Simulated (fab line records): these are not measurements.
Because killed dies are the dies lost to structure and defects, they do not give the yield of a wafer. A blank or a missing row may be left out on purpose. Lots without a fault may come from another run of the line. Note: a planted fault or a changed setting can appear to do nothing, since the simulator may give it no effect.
fab line records ; flow n5Finfet
record: lots: 4; wafers: 12; lastDay: 20
route steps=1938 shown WELL_APT@20 PMOS_HMC_CHANNEL_EPI@57 BEOL_M4@1111 PASSIVATION@1936
lots that met no fault: from a run of the same line without faults
startH: hours from the record's opening day to when the first of the lot's shown wafers began ; waitH: hours since the lot's step before ; " same as the row above ; L1.1+2: a row that stands for several wafers ; - no value, or no start was given ; * or withheld: withheld ; < > ~ a bound
route shown NAME@n: NAME is a module with steps in the file, n the number in the route of the first one ; usual: mean and standard deviation over wafers with no fault ; same: alike in all rows ; chamber/n: place in a boat ; sites: each site's reading ; _std_site: the values' standard deviation ; _edge_site: inner sites' mean taken away from outer sites' mean ; radiusMm: for every site, how far away it sits from the centre of the wafer ; mask NAME#n: copy n ; behind: the most recent tool/chamber to have shaped the wafer ; hold: why the lot was held/for how many hours/how that ended ; device: the n, p or np transistor that did not switch ; end of line: the tests these same wafers got at the end of their route ; for a step that has no rows: nothing shown but its recipe ; killed: dies lost to structure and defects at the first sort, not the wafer's yield ; map: shows each die of a wafer: x if killed, . if not, _ if none is there
set.NAME: the run value of the setting; set.NAME@STEP: its run value at that earlier step ; model.NAME: the simulator's own value behind a step, which no gauge read
lots at some steps of the route; a table a step, a row a wafer
services: when a tool's chamber went out of use (startH, in hours from the record's first day, below 0 if earlier), for how many hours, and the reason
== steps ==
step: N5_WELL_APT_HMDS_01
recipe: timeS: 60; tempC: 120
step: N5_WELL_APT_COAT_02
recipe: spinRpm: 1357; resistThkNm: 950
step: N5_WELL_APT_EBR_04
recipe: solvent: PGMEA; ebrWidthMm: 1.5
step: N5_WELL_APT_SOFTBAKE_03
recipe: tempC: 130; timeS: 60
step: N5_WELL_APT_EXPOSE_05
recipe: maskId: NWELL; na: 0.8; sourceShape: conventional; sigmaOuter: 0.8; polarization: unpolarized; defocusNm: 0; targetCdNm: 200; doseMj: 20.3
step: N5_WELL_APT_PEB_06
recipe: pebTempC: 130; pebTimeS: 90
step: N5_WELL_APT_DEVELOP_07
recipe: developTimeS: 45; rinseLiquid: surfactantRinse; dry: airSpin; devTempC: 21
step: N5_WELL_APT_HARDBAKE_12
recipe: tempC: 130; timeS: 120
step: N5_WELL_APT_DESCUM_13
recipe: chemistry: O2; timeS: 7.9; sourcePowerW: 50; biasPowerW: 20; pressureMtorr: 20; rfFrequencyHz: 2.712e+07; tempC: 40; o2FlowSccm: 225
step: N5_WELL_APT_IMPLANT_14
recipe: species: P; energyKev: 160; doseCm2: 1.5e+13; tiltDeg: 0; rotationDeg: 0
usual: beamEnergyKeV: 160.00/0.048
lot.wafer;tool;chamber;startH;waitH;beamEnergyKeV;model.implant.rpNm;model.implant.drpNm
L514.3;implanter-01;0;74.66;0.1;160.02;199;65.9
L514.5;implanter-01;0;74.66;0.1;159.91;199;65.9
L514.6;implanter-01;0;74.66;0.1;159.97;199;65.9
L519.2;implanter-01;0;104.44;0.1;113.64;139.9;50.51
L519.5;implanter-01;0;104.44;0.1;113.65;139.9;50.51
L519.6;implanter-01;0;104.44;0.1;113.67;139.9;50.51
L520.1;implanter-01;0;109.87;0.1;113.66;142.4;50.51
L520.3;implanter-01;0;109.87;0.1;113.63;142.4;50.51
L520.5;implanter-01;0;109.87;0.1;113.62;142.4;50.51
L527.3;implanter-02;0;152.43;0.1;160.05;199.5;65.9
L527.4;implanter-02;0;152.43;0.1;160.04;199.5;65.9
L527.5;implanter-02;0;152.43;0.1;160.08;199.5;65.9
step: N5_WELL_APT_IMPLANT_15
recipe: species: As; energyKev: 25; doseCm2: 1.5e+13; tiltDeg: 0; rotationDeg: 0
step: N5_WELL_APT_STRIP_16
recipe: chemistry: SPM; timeS: 900; tempC: 130; h2so4H2o2VolRatio: 4; dry: ipaMarangoni
step: N5_WELL_APT_HMDS_18
recipe: timeS: 60; tempC: 120
step: N5_WELL_APT_COAT_19
recipe: spinRpm: 1357; resistThkNm: 950
step: N5_WELL_APT_EBR_21
recipe: solvent: PGMEA; ebrWidthMm: 1.5
step: N5_WELL_APT_SOFTBAKE_20
recipe: tempC: 130; timeS: 60
step: N5_WELL_APT_EXPOSE_22
recipe: maskId: PWELL; na: 0.8; sourceShape: conventional; sigmaOuter: 0.8; polarization: unpolarized; defocusNm: 0; targetCdNm: 200; doseMj: 23.2
step: N5_WELL_APT_PEB_23
recipe: pebTempC: 130; pebTimeS: 90
step: N5_WELL_APT_DEVELOP_24
recipe: developTimeS: 45; rinseLiquid: surfactantRinse; dry: airSpin; devTempC: 21
step: N5_WELL_APT_HARDBAKE_29
recipe: tempC: 130; timeS: 120
step: N5_WELL_APT_DESCUM_30
recipe: chemistry: O2; timeS: 7.9; sourcePowerW: 50; biasPowerW: 20; pressureMtorr: 20; rfFrequencyHz: 2.712e+07; tempC: 40; o2FlowSccm: 225
step: N5_WELL_APT_IMPLANT_31
recipe: species: B; energyKev: 60; doseCm2: 1.5e+13; tiltDeg: 0; rotationDeg: 0
step: N5_WELL_APT_IMPLANT_32
recipe: species: BF2; energyKev: 50; doseCm2: 2e+13; tiltDeg: 0; rotationDeg: 0
step: N5_WELL_APT_STRIP_33
recipe: chemistry: SPM; timeS: 900; tempC: 130; h2so4H2o2VolRatio: 4; dry: ipaMarangoni
step: N5_WELL_APT_RTA_34
recipe: tempC: 1000; timeS: 10; ambient: N2; idleTempC: 600; rampUpCPerS: 150; rampDownCPerS: 60; coolToC: 600
step: N5_WELL_APT_OXIDE_STRIP_42
recipe: chemistry: dHF; dilution: 25:1; timeS: 45; tempC: 25; target: SiO2; targetDepthA: 120
step: N5_WELL_APT_PRECLEAN_36
recipe: chemistry: O3/DIW; timeS: 45; tempC: 22; o3Ppm: 10
step: N5_WELL_APT_PRECLEAN_39
recipe: chemistry: dHF; timeS: 60; dilution: 150:1; tempC: 25
step: N5_WELL_APT_SRD_37
recipe: dry: ipaMarangoni; doPpb: 5; timeS: 30; tempC: 23; rinseLiquid: diw
step: N5_WELL_APT_EPI_41
recipe: material: Si; targetThkA: 500; tempC: 650; precursor: SiH4/H2; pressureTorr: 20; timeS: 297.7
step: N5_PMOS_HMC_CHANNEL_EPI_HM_DEP_34
recipe: material: SiO2; targetThkA: 360; tempC: 400; precursor: TEOS/O2; pressureTorr: 6.5; rfW: 900; teosFlowSccm: 161.4; gas: O2; flowSccm: 2650; timeS: 6.9
step: N5_PMOS_HMC_CHANNEL_EPI_COAT_31
recipe: resist: BARC; tempC: 205; timeS: 60; spinRpm: 1500; resistThkNm: 66
step: N5_PMOS_HMC_CHANNEL_EPI_COAT_03
recipe: resist: CAR-ArF-block; spinRpm: 1500; resistThkNm: 205
step: N5_PMOS_HMC_CHANNEL_EPI_EBR_05
recipe: solvent: PGMEA; ebrWidthMm: 1.5
step: N5_PMOS_HMC_CHANNEL_EPI_SOFTBAKE_04
recipe: tempC: 110; timeS: 60; resist: CAR-ArF-block
step: N5_BEOL_M4_RC_MEAS_101
usual: DIBL_N: 35.9/1.2; DIBL_P: 35.9/1.4; IOFF_N: 0.149/0.02; IOFF_P: 0.205/0.022; ION_N: 671/8.8; ION_P: 461/5.9; RS_NWELL: 1037/7.8; SS_N: 71.4/0.51; SS_P: 73.2/0.56; VT_N: 250.6/2.5; VT_P: -250.1/2.3
lot.wafer;tool;chamber;startH;waitH;DIBL_N[mV/V];DIBL_P[mV/V];IOFF_N[nA/um];IOFF_P[nA/um];ION_N[uA/um];ION_P[uA/um];RS_NWELL[ohm/sq];SS_N[mV/dec];SS_P[mV/dec];VT_N[mV];VT_P[mV]
L514.3;prober-02;0;277.97;0.4;36.8;35.6;0.152;0.185;656;450;1022;71.5;73.7;250.0;-253.8
L514.5;prober-02;0;277.97;0.4;36.1;34.0;0.135;0.161;661;449;1026;72.1;73.8;250.6;-253.2
L514.6;prober-02;0;277.97;0.4;37.9;36.3;0.162;0.199;668;452;1023;72.3;74.2;252.3;-252.4
L519.2;prober-01;0;288.10;0.2;36.5;36.9;0.165;0.209;662;456;1290;71.9;73.4;249.6;-249.6
L519.5;prober-01;0;288.10;0.2;36.2;37.2;0.164;0.209;686;464;1279;71.9;72.5;246.6;-248.3
L519.6;prober-01;0;288.10;0.2;36.6;37.1;0.173;0.212;675;462;1294;71.8;73.0;247.6;-250.0
L520.1;prober-02;0;332.63;0.0;36.0;36.0;0.159;0.209;675;463;1279;71.5;72.9;249.9;-249.7
L520.3;prober-02;0;332.63;0.0;36.0;35.6;0.168;0.209;677;461;1295;71.8;73.6;249.3;-249.5
L520.5;prober-02;0;332.63;0.0;34.8;34.5;0.142;0.197;674;462;1281;71.1;73.8;251.0;-250.2
L527.3;prober-02;0;360.97;0.3;35.1;33.7;0.132;0.213;670;469;1045;69.9;73.1;251.8;-249.2
L527.4;prober-02;0;360.97;0.3;36.7;34.9;0.156;0.219;671;465;1044;71.5;73.6;250.8;-249.6
L527.5;prober-02;0;360.97;0.3;36.8;35.1;0.156;0.229;674;469;1060;71.0;73.7;250.4;-248.8
step: N5_PASSIVATION_PROBE_49
usual: defectLimitedYield: 91.1/1.4; killed_at_M0_to_M3: 34/10; killed_at_M4_up: 14/5.5; killedAtContacts: 12/5.1; killedAtFrontEnd: 41/12; killedAtOther: 4/3.1; killedDies: 105/17; killedOnRim: 13/3.7; killedOpen: 70/13; killedShort: 33/7.6; sort_bin_5_function: 5.3/0.98; sort_bin_6_memory: 3.3/0.67; sortNPass: 1075/17; sortYieldPct: 91.1/1.4
same: grossDies: 1180; killedAtBackSide: 0; sort_bin_4_leakage[%]: 0; sort_bin_8_speed[%]: 0
lot.wafer;tool;chamber;startH;waitH;defectLimitedYield[%];killed_at_M0_to_M3;killed_at_M4_up;killedAtContacts;killedAtFrontEnd;killedAtOther;killedDies;killedOnRim;killedOpen;killedShort;sort_bin_5_function[%];sort_bin_6_memory[%];sortNPass;sortYieldPct[%]
L520.1;prober-02;-;452.13;0.0;91.9;28;15;18;29;6;96;12;65;30;4.3;3.4;1084;91.9
killed by level:class
L520.1 MOL_CONTACT_COAG:geometricParticle:open=16 FIN_SAQP:geometricParticle:short=9 BEOL_M2:geometricParticle:open=8 FIN_SAQP:geometricParticle:open=6 BEOL_M8:geometricParticle:open=5 BEOL_M3:geometricParticle:open=4 STI_FIN_REVEAL:geometricParticle:open=4 BEOL_M0_SAQP:geometricParticle:open=4
== services ==
tool;chamber;startH;hours;kind
implanter-02;-;129.59;4.3;repair
implanter-01;-;130.68;1.4;repair
== key ==
firstSign: step: N5_WELL_APT_IMPLANT_14; reading: beamEnergyKeV; direction: down; sigmas: 99+; usual: 160.00; struck: 113.64
effect: step: N5_BEOL_M4_RC_MEAS_101; reading: RS_NWELL; direction: up; sigmas: 32; usual: 1037; struck: 1286
modelEffect: step: N5_WELL_APT_IMPLANT_14; value: implant.rpNm; without: 201.6; struck: 141.2
metAt N5_WELL_APT_IMPLANT_14
struckWafers L519.2,L519.5,L519.6,L520.1,L520.3,L520.5
onsetBetween 74.66 104.44
fault: kind: processParameterDrift; tool: implanter-01; chamber: -; onsetH: 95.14; steps: N5_WELL_APT_IMPLANT_14; channel: energyKev; offset: -46.395; shape: step; endH: 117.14; actsIn: theseRecipesOnly; stated: 160
